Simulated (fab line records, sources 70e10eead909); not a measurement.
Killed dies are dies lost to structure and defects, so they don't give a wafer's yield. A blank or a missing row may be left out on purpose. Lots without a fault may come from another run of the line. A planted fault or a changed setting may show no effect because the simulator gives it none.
fab line records | flow nand_harc
record lots=7 wafers=20 last_day=25
route steps=1159 shown A_WL_FILL@830 A_CONTACT@840 END@1159
lots that met no fault: from a run of the same line without faults
start_h: hours from the record's first day to the start of the lot's first wafer shown | wait_h: hours since the lot's step before | " the same as in the row above | L1.1+2: a row that stands for several wafers | - no value, or no start given | * or withheld: withheld | < > ~ a bound
route shown NAME@n: a module of which the file shows steps, and the number in the route of the first | usual: mean/standard deviation of fault-free wafers | same: alike in all rows | chamber/n: place in a boat | sites: the reading at each site | _std_site: their standard deviation | _edge_site: outer sites' mean less inner sites' | radius_mm: how far each site lies from the wafer's centre | mask NAME#n: copy n | behind: the tool/chamber that last shaped the wafer | hold: why the lot was held/for how many hours/how that ended | device: the transistor (n, p or np) that didn't switch | end of line: the same wafers' tests at the end of the route | a step without rows: its recipe alone | killed: dies lost to structure and defects at the first sort, not the wafer's yield | map: a wafer's dies, x killed, . not, _ none there
set.NAME: the setting as run; set.NAME@STEP: as run at that earlier step | model.NAME: the simulator's own value behind a step, which no gauge read
lots at some steps of the route; a table a step, a row a wafer
services: from which hour (start_h, from the record's first day; less than 0 if before it) a tool's chamber was out of use, for how many hours, and why
## steps
# step NHARC_A_WL_FILL_PRECLEAN_30
# recipe time_s=10 chemistry=dHF
# step NHARC_A_WL_FILL_SRD_14
# step NHARC_A_WL_FILL_ALD_19
# recipe target_thk_a=20 pulse_time_s=3 ald_cycles=100 temp_c=450 material=TiN
# step NHARC_A_WL_FILL_CVD_20
# recipe target_thk_a=750 temp_c=300 pressure_torr=40 wf6_flow_sccm=40 h2_flow_sccm=1600 ar_flow_sccm=1560 time_s=5064 material=W
# step NHARC_A_WL_FILL_CMP_12
# recipe t_overpolish_s=30 target_thk_nm=75
# step NHARC_A_WL_FILL_SRD_31
# step NHARC_A_WL_FILL_INSPECT_15
# usual raw_defect_count=376/120
# columns lot.wafer tool chamber start_h wait_h raw_defect_count
L317.2 defect_inspect-01 - 384.62 0.0 447
L317.5 " - " " 379
L317.6 " - " " 323
L324.3 defect_inspect-02 - 397.17 0.0 306
L324.5 " - " " 361
L324.6 " - " " 376
L323.1 defect_inspect-02 - 401.41 0.0 653
L323.3 " - " " 279
L326.2 defect_inspect-02 - 423.30 0.0 521
L326.3 " - " " 349
L326.6 " - " " 271
L338.3 defect_inspect-02 - 493.96 0.0 316
L338.4 " - " " 259
L338.5 " - " " 338
L337.1 defect_inspect-02 - 496.99 0.0 270
L337.5 " - " " 322
L337.6 " - " " 427
L340.1 defect_inspect-01 - 505.91 0.0 427
L340.3 " - " " 491
L340.4 " - " " 535
# step NHARC_A_CONTACT_DEP_24
# recipe target_thk_a=5000 temp_c=400 pressure_torr=6.5 rf_w=900 teos_flow_sccm=161.4 flow_sccm=2650 target_thk_nm=500 gas=O2 material=SiO2
# step NHARC_A_CONTACT_DEP_28
# recipe target_thk_a=36000 temp_c=400 material=aC
# usual throttle_valve_pct=34.999/0.0082
# columns lot.wafer tool chamber start_h wait_h throttle_valve_pct
L317.2 acl_dep-02 0 386.37 0.8 34.999
L317.5 " 0 387.46 1.9 34.988
L317.6 " 0 " " 34.999
L324.3 acl_dep-03 0 399.46 1.7 35.004
L324.5 " 0 " " 35.016
L324.6 " 0 " " 35.001
L323.1 acl_dep-03 0 403.02 0.9 34.989
L323.3 " 0 " " 35.002
L326.2 acl_dep-03 0 424.34 0.4 34.996
L326.3 " 0 " " 34.988
L326.6 " 0 425.83 1.9 35.005
L337.1 acl_dep-02 0 497.74 0.1 35.004
L337.5 " 0 499.20 1.6 35.011
L337.6 " 0 " " 34.999
L338.3 acl_dep-03 0 498.20 3.6 35.004
L338.4 " 0 " " 34.995
L338.5 " 0 " " 35.017
L340.1 acl_dep-03 0 507.22 0.7 34.999
L340.3 " 0 " " 34.995
L340.4 " 0 " " 34.987
# step NHARC_A_CONTACT_DEP_29
# recipe target_thk_a=700 target_thk_nm=70 temp_c=400 pressure_torr=3.5 flow_sccm=200 rf_w=350 material=SiON
# step NHARC_A_CONTACT_DEHYDRATE_32
# recipe temp_c=150 time_s=120
# step NHARC_A_CONTACT_HMDS_33
# recipe time_s=30
# step NHARC_A_CONTACT_COAT_34
# recipe temp_c=260 time_s=75
# step NHARC_A_CONTACT_COAT_35
# recipe temp_c=225 time_s=65
# step NHARC_A_CONTACT_COAT_36
# recipe spin_rpm=1500 resist_thk_nm=90
# step NHARC_A_CONTACT_SOFTBAKE_37
# recipe temp_c=105 time_s=55
# step NHARC_A_CONTACT_EBR_38
# step NHARC_A_CONTACT_EXPOSE_39
# recipe na=1.35 sigma_outer=0.8 dose_mj=58.79 mask_id=A_CC_3
# step NHARC_A_CONTACT_PEB_40
# recipe peb_temp_c=100 peb_time_s=65
# step NHARC_A_CONTACT_DEVELOP_41
# recipe develop_time_s=35 dev_temp_c=23
# step NHARC_A_CONTACT_CD_MEAS_42
# recipe target_cd_nm=200 landing_energy_ev=500
# usual cd_nm=199.7/0.49
# columns lot.wafer tool chamber start_h wait_h cd_nm
L317.2 cd_sem-02 0 388.93 - 200.3
L317.5 " 0 " " 199.9
L317.6 " 0 " " 199.4
L324.3 cd_sem-02 0 401.65 - 199.4
L324.5 " 0 " " 199.9
L324.6 " 0 " " 199.8
L323.1 cd_sem-02 0 405.95 - 199.3
L323.3 " 0 " " 199.6
L326.2 cd_sem-02 0 426.95 - 199.5
L326.3 " 0 " " 200.0
L326.6 " 0 " " 200.2
L338.3 cd_sem-01 0 500.30 - 199.3
L338.4 " 0 " " 199.2
L338.5 " 0 " " 199.2
L337.1 cd_sem-03 0 500.93 - 200.2
L337.5 " 0 " " 199.7
L337.6 " 0 " " 200.6
L340.1 cd_sem-03 0 510.20 - 200.0
L340.3 " 0 " " 199.8
L340.4 " 0 " " 199.3
# step NHARC_A_CONTACT_OVL_MEAS_43
# usual overlay_x_nm=0.0/1.2 overlay_y_nm=0.1/0.82
# columns lot.wafer tool chamber start_h wait_h overlay_x_nm overlay_y_nm
L317.2 overlay-01 - 389.02 - 0.8 -0.8
L317.5 " - " " 0.1 -0.9
L317.6 " - " " 0.0 -0.7
L324.3 overlay-01 - 401.74 - 0.0 1.0
L324.5 " - " " 0.5 0.7
L324.6 " - " " -0.1 0.9
L323.1 overlay-01 - 406.04 - -1.3 0.2
L323.3 " - " " -1.0 0.0
L326.2 overlay-02 - 427.03 - -0.7 -0.4
L326.3 " - " " -1.0 0.3
L326.6 " - " " -0.3 -0.1
L338.3 overlay-01 - 500.39 - -1.3 0.2
L338.4 " - " " -1.1 0.2
L338.5 " - " " -1.5 -0.2
L337.1 overlay-02 - 501.02 - -0.2 0.6
L337.5 " - " " 0.1 0.7
L337.6 " - " " 0.7 0.8
L340.1 overlay-01 - 510.28 - -0.1 -1.1
L340.3 " - " " 0.2 -0.4
L340.4 " - " " 0.0 -1.2
# step NHARC_A_CONTACT_INSPECT_44
# usual raw_defect_count=27/14
# columns lot.wafer tool chamber start_h wait_h raw_defect_count
L317.2 defect_inspect-01 - 389.06 0.0 7
L317.5 " - " " 5
L317.6 " - " " 5
L324.3 defect_inspect-01 - 401.77 0.0 22
L324.5 " - " " 31
L324.6 " - " " 25
L323.1 defect_inspect-01 - 406.08 0.0 27
L323.3 " - " " 23
L326.2 defect_inspect-01 - 427.07 0.0 45
L326.3 " - " " 31
L326.6 " - " " 39
L338.3 defect_inspect-02 - 500.42 0.0 35
L338.4 " - " " 25
L338.5 " - " " 31
L337.1 defect_inspect-02 - 501.05 0.0 47
L337.5 " - " " 42
L337.6 " - " " 39
L340.1 defect_inspect-01 - 510.32 0.0 29
L340.3 " - " " 42
L340.4 " - " " 31
# step NHARC_A_CONTACT_DESCUM_47
# recipe time_s=3 o2_flow_sccm=200 ar_flow_sccm=0 bias_power_w=0 chemistry=O2
# step NHARC_A_CONTACT_ETCH_48
# recipe target_depth_a=390 over_etch_frac=0.3 time_s=65 ion_energy_ev=80 cf4_flow_sccm=150 ar_flow_sccm=0 rf_w=300 bias_w=100 chemistry=CF4
# step NHARC_A_CONTACT_ETCH_49
# recipe target_depth_a=2600 over_etch_frac=0.3 time_s=475.3 ion_energy_ev=200 n2_flow_sccm=150 h2_flow_sccm=150 ar_flow_sccm=0 rf_w=400 bias_w=150 chemistry=N2/H2
# step NHARC_A_CONTACT_ETCH_50
# recipe target_depth_a=847 time_s=42.4 cf4_flow_sccm=100 chf3_flow_sccm=30 ar_flow_sccm=0 rf_w=500 bias_w=200 chemistry=CF4/CHF3
# usual chf3_flow_sccm=30.00/0.094 drypump_motor_current_A=5.8/0.44 oes_product_au=0.944/0.019 rf_vpp_V=370.2/1.9 showerhead_plenum_p_Torr=1.56/0.052 throttle_valve_pct=16.804/0.0097
# columns lot.wafer tool chamber start_h wait_h chf3_flow_sccm drypump_motor_current_A oes_product_au rf_hours_counter_h rf_vpp_V showerhead_plenum_p_Torr throttle_valve_pct
L317.2 rie_diel-03 1 - - 30.09 5.7 0.945 29 368.4 1.50 16.815
L317.5 " 3 " " 30.13 5.8 0.973 - 371.3 1.58 16.783
L317.6 " 0 " " 29.93 6.4 0.961 - 369.9 1.54 16.822
L324.3 rie_diel-03 2 - - 29.81 5.6 0.958 0 373.7 1.67 16.805
L324.6 " 2 " " 29.88 5.5 0.955 - 371.8 1.67 16.802
L324.5 " 1 " " 29.95 5.7 0.938 - 368.6 1.50 16.821
L323.3 rie_diel-06 1 - - 30.09 5.7 0.937 59 368.9 1.56 16.804
L323.1 " 2 " " 30.08 5.4 0.930 58 368.4 1.52 16.811
L326.3 rie_diel-03 1 - - 29.95 5.7 0.941 5 369.1 1.49 16.811
L326.2 " 3 " " 30.23 5.8 0.969 3 371.4 1.58 16.819
L326.6 " 2 " " 29.96 5.6 0.966 - 372.5 1.67 16.793
L338.4 rie_diel-06 1 - - 30.04 5.8 0.924 26 369.8 1.55 16.816
L338.3 " 2 " " 29.97 5.4 0.934 27 368.5 1.51 16.797
L338.5 " 1 " " 30.11 5.7 0.933 - 371.0 1.55 16.804
L337.1 rie_diel-10 1 - - 29.97 6.7 0.927 29 368.4 1.51 16.789
L337.6 " 1 " " 30.08 6.7 0.925 - 368.6 1.51 16.824
L337.5 " 2 " " 29.89 6.2 0.924 - 370.5 1.59 16.807
L340.4 rie_diel-10 2 - - 29.96 6.2 0.925 50 371.6 1.59 16.798
L340.1 " 3 " " 29.97 5.1 0.917 56 369.2 1.49 16.813
L340.3 " 0 " " 29.99 5.5 0.954 61 372.2 1.60 16.808
# step NHARC_A_CONTACT_ETCH_51
# recipe target_depth_a=36000 over_etch_frac=0.3 time_s=936 ion_energy_ev=150 o2_flow_sccm=400 cos_flow_sccm=20 ar_flow_sccm=0 rf_w=500 bias_w=300 chemistry=O2/COS
# usual drypump_motor_current_A=5.9/0.45 o2_flow_sccm=399.9/1.2 oes_product_au=1.003/0.01 rf_vpp_V=313.8/1.6 showerhead_plenum_p_Torr=3.10/0.1 throttle_valve_pct=28.330/0.0098
# columns lot.wafer tool chamber start_h wait_h drypump_motor_current_A o2_flow_sccm oes_product_au rf_hours_counter_h rf_vpp_V showerhead_plenum_p_Torr throttle_valve_pct
L317.2 rie_diel-03 3 - - 5.8 398.8 1.001 31 314.1 3.14 28.331
L317.6 " 0 " " 6.4 400.3 1.002 - 312.6 3.06 28.334
L317.5 " 1 " " 5.7 400.4 0.993 - 312.7 2.97 28.318
L324.3 rie_diel-03 1 - - 5.7 399.9 0.995 1 312.5 2.97 28.332
L324.6 " 1 " " 5.7 400.2 0.995 - 311.5 2.97 28.337
L324.5 " 2 " " 5.6 400.1 1.015 - 316.5 3.31 28.359
L323.3 rie_diel-06 1 - - 5.8 401.5 1.006 59 314.7 3.09 28.333
L323.1 " 2 " " 5.4 400.1 1.002 58 311.8 3.02 28.331
L326.3 rie_diel-03 1 - - 5.7 399.7 0.996 5 310.7 2.96 28.344
L326.2 " 2 " " 5.6 399.8 1.010 5 315.8 3.31 28.329
L326.6 " 0 " " 6.4 401.5 0.999 - 313.6 3.06 28.326
L338.4 rie_diel-06 0 - - 6.2 399.3 1.022 26 314.9 3.14 28.332
L338.3 " 2 " " 5.5 400.9 0.994 27 313.2 3.00 28.345
L338.5 " 0 " " 6.2 400.5 1.017 - 314.7 3.14 28.323
L337.1 rie_diel-10 3 - - 5.2 401.8 0.977 53 313.1 2.96 28.328
L337.5 " 1 " " 6.7 400.0 0.999 - 312.7 3.00 28.349
L337.6 " 2 " " 6.3 398.1 0.993 - 314.2 3.15 28.329
L340.1 rie_diel-10 2 - - 6.2 399.7 0.992 50 314.0 3.15 28.328
L340.3 " 3 " " 5.2 400.1 0.984 56 313.2 2.96 28.318
L340.4 " 0 " " 5.5 401.3 1.007 61 314.3 3.17 28.328
# step NHARC_A_CONTACT_ETCH_111
# recipe source_w=withheld pressure_mtorr=20 bias_v=withheld time_s=140 target_depth_a=7000 ar_flow_sccm=withheld c4f8_flow_sccm=withheld o2_flow_sccm=withheld chemistry=C4F8/O2/Ar
# step NHARC_A_CONTACT_ETCH_112
# recipe source_w=withheld pressure_mtorr=20 bias_v=3000 time_s=94 target_depth_a=9220 ar_flow_sccm=withheld c4f8_flow_sccm=withheld o2_flow_sccm=withheld chemistry=C4F8/O2/Ar
# step NHARC_A_CONTACT_ETCH_113
# recipe source_w=withheld pressure_mtorr=20 bias_v=3000 time_s=94 target_depth_a=9220 ar_flow_sccm=withheld c4f8_flow_sccm=withheld o2_flow_sccm=withheld chemistry=C4F8/O2/Ar
# columns lot.wafer tool chamber start_h wait_h rf_hours_counter_h
L317.2 har_cap_etch-02 1 390.66 0.1 10
L317.6 " 1 " " -
L317.5 " 0 " " -
L324.3 har_cap_etch-03 1 403.81 0.1 -
L324.5 " 0 " " -
L324.6 " 1 " " -
L323.1 har_cap_etch-02 1 407.71 0.1 15
L323.3 " 1 " " -
L326.2 har_cap_etch-02 0 428.69 0.1 18
L326.3 " 1 " " -
L326.6 " 0 " " -
L338.4 har_cap_etch-03 1 502.53 0.1 -
L338.3 " 0 " " -
L338.5 " 1 " " -
L337.1 har_cap_etch-01 0 502.68 0.1 78
L337.5 " 1 " " -
L337.6 " 0 " " -
L340.1 har_cap_etch-03 1 512.09 0.1 109
L340.3 " 0 " " -
L340.4 " 1 " " -
# step NHARC_A_CONTACT_ETCH_114
# recipe source_w=withheld pressure_mtorr=20 bias_v=3000 time_s=94 target_depth_a=9220 ar_flow_sccm=withheld c4f8_flow_sccm=withheld o2_flow_sccm=withheld chemistry=C4F8/O2/Ar
# step NHARC_A_CONTACT_ETCH_115
# recipe source_w=withheld pressure_mtorr=20 bias_v=3000 time_s=94 target_depth_a=9220 ar_flow_sccm=withheld c4f8_flow_sccm=withheld o2_flow_sccm=withheld chemistry=C4F8/O2/Ar
# step NHARC_A_CONTACT_ETCH_116
# recipe source_w=withheld pressure_mtorr=20 bias_v=3000 time_s=94 target_depth_a=9220 ar_flow_sccm=withheld c4f8_flow_sccm=withheld o2_flow_sccm=withheld chemistry=C4F8/O2/Ar
# columns lot.wafer tool chamber start_h wait_h rf_hours_counter_h
L317.2 har_cap_etch-02 1 390.94 0.1 10
L317.6 " 1 " " -
L317.5 " 0 " " -
L324.3 har_cap_etch-03 1 404.08 0.1 -
L324.5 " 0 " " -
L324.6 " 1 " " -
L323.1 har_cap_etch-02 1 407.98 0.1 15
L323.3 " 1 " " -
L326.2 har_cap_etch-02 0 428.96 0.1 18
L326.3 " 1 " " -
L326.6 " 0 " " -
L338.4 har_cap_etch-03 1 502.80 0.1 -
L338.3 " 0 " " -
L338.5 " 1 " " -
L337.1 har_cap_etch-01 0 502.96 0.1 78
L337.5 " 1 " " -
L337.6 " 0 " " -
L340.1 har_cap_etch-03 1 512.37 0.1 109
L340.3 " 0 " " -
L340.4 " 1 " " -
# step NHARC_A_CONTACT_ETCH_117
# recipe source_w=withheld pressure_mtorr=20 bias_v=3000 time_s=94 target_depth_a=9220 ar_flow_sccm=withheld c4f8_flow_sccm=withheld o2_flow_sccm=withheld chemistry=C4F8/O2/Ar
# step NHARC_A_CONTACT_ETCH_118
# recipe source_w=withheld pressure_mtorr=20 bias_v=3000 time_s=94 target_depth_a=9220 ar_flow_sccm=withheld c4f8_flow_sccm=withheld o2_flow_sccm=withheld chemistry=C4F8/O2/Ar
# step NHARC_A_CONTACT_ETCH_119
# recipe source_w=withheld pressure_mtorr=20 bias_v=3000 time_s=94 target_depth_a=9220 ar_flow_sccm=withheld c4f8_flow_sccm=withheld o2_flow_sccm=withheld chemistry=C4F8/O2/Ar
# columns lot.wafer tool chamber start_h wait_h rf_hours_counter_h
L317.2 har_cap_etch-02 1 391.21 0.1 10
L317.6 " 1 " " -
L317.5 " 0 " " -
L324.3 har_cap_etch-03 1 404.35 0.1 -
L324.5 " 0 " " -
L324.6 " 1 " " -
L323.1 har_cap_etch-02 1 408.26 0.1 15
L323.3 " 1 " " -
L326.2 har_cap_etch-02 0 429.23 0.1 18
L326.3 " 1 " " -
L326.6 " 0 " " -
L338.4 har_cap_etch-03 1 503.07 0.1 -
L338.3 " 0 " " -
L338.5 " 1 " " -
L337.1 har_cap_etch-01 0 503.23 0.1 79
L337.5 " 1 " " -
L337.6 " 0 " " -
L340.1 har_cap_etch-03 1 512.64 0.1 110
L340.3 " 0 " " -
L340.4 " 1 " " -
# step NHARC_A_CONTACT_ETCH_120
# recipe source_w=withheld pressure_mtorr=20 bias_v=3000 time_s=94 target_depth_a=9220 ar_flow_sccm=withheld c4f8_flow_sccm=withheld o2_flow_sccm=withheld chemistry=C4F8/O2/Ar
# step NHARC_END_SORT_01
# recipe temp_c=25
# usual killed_at_array=29/11 killed_at_other=0.5/0.8 killed_at_periphery=3.5/2.8 killed_dies=33/12 killed_open=3.1/1.8 killed_short=1.8/1.4
# same gross_dies=677
# columns lot.wafer tool chamber start_h wait_h killed_at_array killed_at_other killed_at_periphery killed_dies killed_open killed_short
L324.3 prober-01 0 487.83 3.1 672 0 2 674 4 3
L323.1 prober-02 0 492.30 2.5 671 0 3 674 1 2
L323.3 prober-02 0 493.89 3.1 675 1 1 677 5 1
L326.3 prober-01 0 499.92 3.1 671 0 4 675 4 1
# killed by level:class
L324.3 A_CONTACT:area_dep=647 A_SLIT:chamber_film_flake=9 A_ZERO_WELL:chamber_film_flake=3 A_CHANNEL_HOLE_D1:chamber_film_flake=3 A_CONTACT:chamber_film_flake=3 P_CONTACT:geometric_particle:open=2 A_CHANNEL_FILL_D1:geometric_particle:short=2 A_SGD_CUT:chamber_film_flake=2
L323.1 A_CONTACT:area_dep=646 A_CHANNEL_HOLE_D1:chamber_film_flake=17 A_STAIRCASE:chamber_film_flake=4 P_CONTACT:chamber_film_flake=2 P_CONTACT:geometric_particle:short=1 A_ONON_D1:geometric_particle:open=1 A_CONTACT:geometric_particle:short=1 A_SGD_CUT:chamber_film_flake=1
L323.3 A_CONTACT:area_dep=650 A_CHANNEL_HOLE_D1:chamber_film_flake=16 A_STAIRCASE:chamber_film_flake=2 A_CONTACT:chamber_film_flake=2 P_CONTACT:geometric_particle:open=1 A_ONON_D1:geometric_particle:open=1 A_ONON_D1:geometric_particle:short=1 A_CHANNEL_FILL_D1:geometric_particle:open=1
L326.3 A_CONTACT:area_dep=636 A_CHANNEL_HOLE_D1:chamber_film_flake=17 A_SLIT:chamber_film_flake=14 P_M0:geometric_particle:open=2 P_M0:geometric_particle:short=1 A_SGD_CUT:geometric_particle:open=1 A_M0:geometric_particle:open=1 P_STI:chamber_film_flake=1
# map L323.3 (x killed, . not)
____________x____________
_________xxxxxxx_________
_______xxxxxxxxxxx_______
______xxxxxxxxxxxxx______
_____xxxxxxxxxxxxxxx_____
____xxxxxxxxxxxxxxxxx____
____xxxxxxxxxxxxxxxxx____
___xxxxxxxxxxxxxxxxxxx___
___xxxxxxxxxxxxxxxxxxx___
__xxxxxxxxxxxxxxxxxxxxx__
__xxxxxxxxxxxxxxxxxxxxx__
_xxxxxxxxxxxxxxxxxxxxxxx_
_xxxxxxxxxxxxxxxxxxxxxxx_
_xxxxxxxxxxxxxxxxxxxxxxx_
_xxxxxxxxxxxxxxxxxxxxxxx_
_xxxxxxxxxxxxxxxxxxxxxxx_
xxxxxxxxxxxxxxxxxxxxxxxxx
xxxxxxxxxxxxxxxxxxxxxxxxx
xxxxxxxxxxxxxxxxxxxxxxxxx
xxxxxxxxxxxxxxxxxxxxxxxxx
xxxxxxxxxxxxxxxxxxxxxxxxx
_xxxxxxxxxxxxxxxxxxxxxxx_
_xxxxxxxxxxxxxxxxxxxxxxx_
_xxxxxxxxxxxxxxxxxxxxxxx_
_xxxxxxxxxxxxxxxxxxxxxxx_
_xxxxxxxxxxxxxxxxxxxxxxx_
__xxxxxxxxxxxxxxxxxxxxx__
__xxxxxxxxxxxxxxxxxxxxx__
___xxxxxxxxxxxxxxxxxxx___
___xxxxxxxxxxxxxxxxxxx___
____xxxxxxxxxxxxxxxxx____
____xxxxxxxxxxxxxxxxx____
_____xxxxxxxxxxxxxxx_____
______xxxxxxxxxxxxx______
_______xxxxxxxxxxx_______
_________xxxxxxx_________
____________x____________
# map L324.3 (x killed, . not)
____________x____________
_________xxxxxxx_________
_______xxxxxxxxxxx_______
______xxxxxxxxxxxxx______
_____xxxxxxxxxxxxxxx_____
____xxxxxxxxxxxxxxxxx____
____xxxxxxxxxxxxxxxxx____
___xxxxxxxxxxxxxxxxxxx___
___xxxxxxxxxxxxxxxxxxx___
__xxxxxxxxxxxxxxxxxxxxx__
__xxxxxxxxxxxxxxxxxxxxx__
_xxxxxxxxxxxxxxxxxxxxxxx_
_xxxxxxxxxxxxxxxxxxxxxxx_
_xxxxxxxxxxxxxxxxxxxxxxx_
_xxxxxxxxxxxxxxxxxxxxxxx_
_xxxxxxxxxxxxxxxxxxxxxxx_
xxxxxxxxxxxxxxxxxxxxxxxxx
xxxxxxxxxxxxxxxxxxxxxxxxx
xxxxxxxxxxxxxxxxxxxxxxxxx
xxxxxxxxxxxxxxxxxxxxxxxxx
xxxxxxxxxxxxxxxxxxxxxxxxx
_xxxxxxxxxxxxxxxxxxxxxxx_
_xxxxxxxxxxxxxxxxxxxxxxx_
_xxxxxxxxxxxxxxxxxxxxxxx_
_xxxxxxxxxxxxxxxxxxxxxxx_
_xxxxxxxxxxxxxxxxxxxxxxx_
__xxxxxxxxxxxxxxxxxxxxx__
__xxxxxxxxxxxxxxxxxxxxx__
___xxxxxxxxxxxxxxxxxxx___
___.xxxxxxxxxxxxxxxxxx___
____xxxxxxxxxxxxxxxxx____
____xxxxxxxxxxxxxxxxx____
_____.xxxxxxxxxxxxxx_____
______xxxxxxxxxxxxx______
_______x.xxxxxxxxx_______
_________xxxxxxx_________
____________x____________
## services
# columns tool chamber start_h hours kind
rie_diel-03 0 371.62 - clean
rie_diel-03 1 371.62 - clean
rie_diel-03 2 371.62 - clean
rie_diel-03 3 371.62 - clean
rie_diel-03 - 392.30 9.0 pm
rie_diel-03 0 392.30 9.0 vent_cycle
rie_diel-03 1 392.30 9.0 vent_cycle
rie_diel-03 2 392.30 9.0 vent_cycle
rie_diel-03 3 392.30 9.0 vent_cycle
rie_diel-10 3 398.31 5.8 repair
rie_diel-10 1 399.69 8.5 repair
har_cap_etch-02 - 401.11 1.1 repair
rie_diel-03 0 401.30 - clean
rie_diel-03 1 401.30 - clean
rie_diel-03 1 401.30 - consumable_replace:focus_ring
rie_diel-03 3 401.32 3.5 repair
acl_dep-03 - 405.21 13.0 pm
rie_diel-06 - 418.74 9.0 pm
rie_diel-10 1 423.64 45.3 repair
rie_diel-03 0 431.07 6.7 repair
rie_diel-10 0 436.05 3.7 repair
har_cap_etch-02 - 465.26 1.0 repair
rie_diel-06 2 498.54 2.2 repair
rie_diel-06 2 510.94 10.1 repair
## key
first_sign step=NHARC_END_SORT_01 reading=killed_at_array direction=up sigmas=57 usual=29 struck=672
effect step=NHARC_END_SORT_01 reading=killed_dies direction=up sigmas=54 usual=33 struck=675
more_kills_born_at NHARC_A_CONTACT_DEP_28@acl_dep-03=2579
met_at NHARC_A_CONTACT_DEP_28
struck_wafers L323.1,L323.3,L324.3,L326.3
later_rows_left_out L323.1,L323.3,L324.3,L326.3
tester_left_out L323,L324,L326
fault kind=process_parameter_drift tool=acl_dep-03 chamber=- onset_h=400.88 steps=NHARC_A_CONTACT_DEP_28 channel=target_thk_a offset=* shape=step end_h=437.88 scope=struck_wafers_only acts_in=* stated=*
# tester_left_out: of these lots the tester's yield and bins aren't shown, on N5 and GAA mostly nor the transistor test; their killed dies are dies lost to structure and defects alone, not to doping, threshold or leakage, so they don't give the yield
# later_rows_left_out: the simulator's readings of these wafers behind a module that went badly wrong aren't trusted and aren't shown, but for the sort
